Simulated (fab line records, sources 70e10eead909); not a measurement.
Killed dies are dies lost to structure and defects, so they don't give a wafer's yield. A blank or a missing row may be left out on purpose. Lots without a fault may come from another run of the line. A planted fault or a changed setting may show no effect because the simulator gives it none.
Chamber matching | flow nand_harc | NHARC_A_STAIRCASE_DEP_151 on pecvd-03: 3 sister chambers
The step deposits SiO2, target thk 3800 nm. 6 wafers are shown with their chamber, then 7 later ones without.

WAFERS WITH THEIR CHAMBER
wafer  | chamber | heater_power_w (W) | heater_power_outer_w (W)
L085.6 | 2       | 542                | 336
L092.1 | 0       | 837                | 521
L092.3 | 1       | 684                | 365
L092.5 | 0       | 698                | 408
L093.3 | 1       | 808                | 474
L093.5 | 2       | 547                | 324

WAFERS WITHOUT THEIR CHAMBER
wafer  | heater_power_w (W) | heater_power_outer_w (W)
L093.6 | 698                | 411
L094.2 | 632                | 401
L094.3 | 798                | 465
L094.4 | 540                | 329
L096.1 | 583                | 347
L096.3 | 831                | 530
L096.4 | 704                | 412

WHICH CHAMBER EACH WENT THROUGH
wafer  | from the rows above          | in truth
L093.6 | can't be placed: 1 or 0 or 2 | 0
L094.2 | can't be placed: 1 or 2 or 0 | 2
L094.3 | can't be placed: 0 or 1      | 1
L094.4 | 2                            | 2
L096.1 | can't be placed: 2 or 1      | 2
L096.3 | can't be placed: 0 or 1      | 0
L096.4 | can't be placed: 1 or 0 or 2 | 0
Placed correctly: 1 of 7. Can't be placed from these rows: 6 (the true chamber is among the candidates in 6). Placed wrongly: 0.
How it was worked out, from the rows above alone: a wafer's distance from a chamber is the root of the sum, over the readings, of the square of ((its reading less the chamber's mean) divided by the reading's scatter). The wafer belongs to the nearest chamber; if the next one is less than 2 further off, it can't be placed. A chamber's mean is the mean of its shown wafers. The scatter: the root of (the sum of the squares of (reading less its chamber's mean) over the shown wafers, divided by (wafers less chambers)).
